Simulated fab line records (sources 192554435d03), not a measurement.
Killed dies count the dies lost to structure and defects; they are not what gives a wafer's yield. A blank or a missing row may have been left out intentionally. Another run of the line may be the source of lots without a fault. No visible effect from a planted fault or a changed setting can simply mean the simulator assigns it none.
Chamber matching | flow n5-finfet | pecvd-01 running N5_BEOL_M10_ILD_DEP_00: 3 sister chambers
The step deposits SiCOH lowk from DEMS/porogen, target thk 308.51 nm, time 58 s. 18 wafers are shown with their chamber, then 9 later ones without.

== WAFERS WITH THEIR CHAMBER ==
wafer  | chamber | heater-power-w (W) | throttle-valve-pct (%) | showerhead-plenum-p-Torr (Torr)
L075.2 | 0       | 342                | 13.9                   | 5.741
L075.4 | 2       | 347                | 13.5                   | 5.755
L075.6 | 0       | 364                | 13.6                   | 5.730
L074.4 | 2       | 351                | 13.6                   | 5.743
L074.5 | 1       | 293                | 14.1                   | 5.746
L074.6 | 0       | 365                | 13.8                   | 5.728
L076.1 | 1       | 271                | 14.0                   | 5.728
L076.2 | 0       | 396                | 14.2                   | 5.739
L076.5 | 0       | 409                | 13.7                   | 5.745
L077.1 | 1       | 305                | 14.1                   | 5.755
L077.3 | 2       | 355                | 13.8                   | 5.744
L077.5 | 0       | 389                | 13.7                   | 5.740
L082.2 | 0       | 360                | 14.1                   | 5.726
L082.3 | 1       | 271                | 13.9                   | 5.727
L082.5 | 1       | 276                | 14.1                   | 5.722
L083.1 | 1       | 249                | 14.0                   | 5.736
L083.5 | 1       | 250                | 14.0                   | 5.738
L083.6 | 0       | 428                | 13.8                   | 5.735

SIGNATURES (averages over the wafers above)
reading                  | chamber 0 | chamber 1 | chamber 2 | scatter within a chamber
heater-power-w           | 381.62    | 273.57    | 351.00    | 23.6
throttle-valve-pct       | 13.850    | 14.029    | 13.633    | 0.159
showerhead-plenum-p-Torr | 5.73550   | 5.73600   | 5.74733   | 0.00904
Rule: for each reading, subtract the chamber's mean from the wafer's reading, divide by that reading's scatter and square the result; add these up over the readings and take the root, which gives the wafer's distance from the chamber. The wafer belongs to the nearest chamber; if the next one is less than 2 further off, it can't be placed. The scatter is the square root of a quotient: the sum, over the shown wafers, of each reading's squared deviation from its chamber's mean, divided by wafers minus chambers.

== WAFERS WITHOUT THEIR CHAMBER ==
wafer  | heater-power-w (W) | throttle-valve-pct (%) | showerhead-plenum-p-Torr (Torr)
L084.1 | 406                | 13.8                   | 5.730
L084.3 | 252                | 14.3                   | 5.732
L084.6 | 416                | 13.7                   | 5.748
L086.3 | 237                | 14.0                   | 5.731
L086.4 | 349                | 13.8                   | 5.736
L086.5 | 244                | 14.1                   | 5.747
L091.3 | 281                | 13.9                   | 5.725
L091.5 | 359                | 13.3                   | 5.741
L091.6 | 286                | 13.6                   | 5.742

== WHICH CHAMBER EACH ONE RAN IN ==
wafer  | from the rows above          | in truth
L084.1 | can't be placed: 0 or 2      | 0
L084.3 | 1                            | 1
L084.6 | can't be placed: 0 or 2      | 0
L086.3 | 1                            | 1
L086.4 | can't be placed: 0 or 2      | 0
L086.5 | 1                            | 1
L091.3 | 1                            | 1
L091.5 | can't be placed: 2 or 0      | 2
L091.6 | can't be placed: 1 or 2 or 0 | 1
Correctly placed: 4 of 9. Unplaceable from these rows: 5, with the true chamber sitting among the candidates in 5. Wrongly placed: 0.
